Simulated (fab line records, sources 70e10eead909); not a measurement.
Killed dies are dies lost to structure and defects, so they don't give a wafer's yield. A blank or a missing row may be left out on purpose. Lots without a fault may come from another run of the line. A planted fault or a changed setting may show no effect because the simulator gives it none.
Chamber matching | flow nand_harc | NHARC_P_ZERO_WELL_DESCUM_54 on rie_diel-03: 4 sister chambers
The step chemistry O2, time 3 s. 8 wafers are shown with their chamber, then 12 later ones without.

WAFERS WITH THEIR CHAMBER
wafer  | chamber | showerhead_plenum_p_Torr (Torr) | drypump_motor_current_A (A)
L084.6 | 0       | 1.92                            | 6.1
L085.5 | 1       | 1.90                            | 6.3
L089.5 | 3       | 2.02                            | 6.2
L090.3 | 0       | 1.91                            | 6.1
L090.6 | 2       | 2.05                            | 6.1
L091.1 | 2       | 2.05                            | 6.0
L091.2 | 1       | 1.90                            | 6.3
L091.4 | 3       | 2.01                            | 6.2

WAFERS WITHOUT THEIR CHAMBER
wafer  | showerhead_plenum_p_Torr (Torr) | drypump_motor_current_A (A)
L093.4 | 1.91                            | 6.0
L093.5 | 1.91                            | 6.0
L093.6 | 1.89                            | 6.3
L095.1 | 2.01                            | 6.2
L095.4 | 2.05                            | 6.0
L095.6 | 2.05                            | 6.0
L096.2 | 2.01                            | 6.2
L096.5 | 2.04                            | 6.0
L096.6 | 1.89                            | 6.3
L097.2 | 2.04                            | 6.1
L097.3 | 2.01                            | 6.2
L097.5 | 1.89                            | 6.3

WHICH CHAMBER EACH WENT THROUGH
wafer  | from the rows above | in truth
L093.4 | 0                   | 0
L093.5 | 0                   | 0
L093.6 | 1                   | 1
L095.1 | 3                   | 3
L095.4 | 2                   | 2
L095.6 | 2                   | 2
L096.2 | 3                   | 3
L096.5 | 2                   | 2
L096.6 | 1                   | 1
L097.2 | 2                   | 2
L097.3 | 3                   | 3
L097.5 | 1                   | 1
Placed correctly: 12 of 12. Can't be placed from these rows: 0. Placed wrongly: 0.
How it was worked out, from the rows above alone: a wafer's distance from a chamber is the root of the sum, over the readings, of the square of ((its reading less the chamber's mean) divided by the reading's scatter). The wafer belongs to the nearest chamber; if the next one is less than 2 further off, it can't be placed. A chamber's mean is the mean of its shown wafers. The scatter: the root of (the sum of the squares of (reading less its chamber's mean) over the shown wafers, divided by (wafers less chambers)).
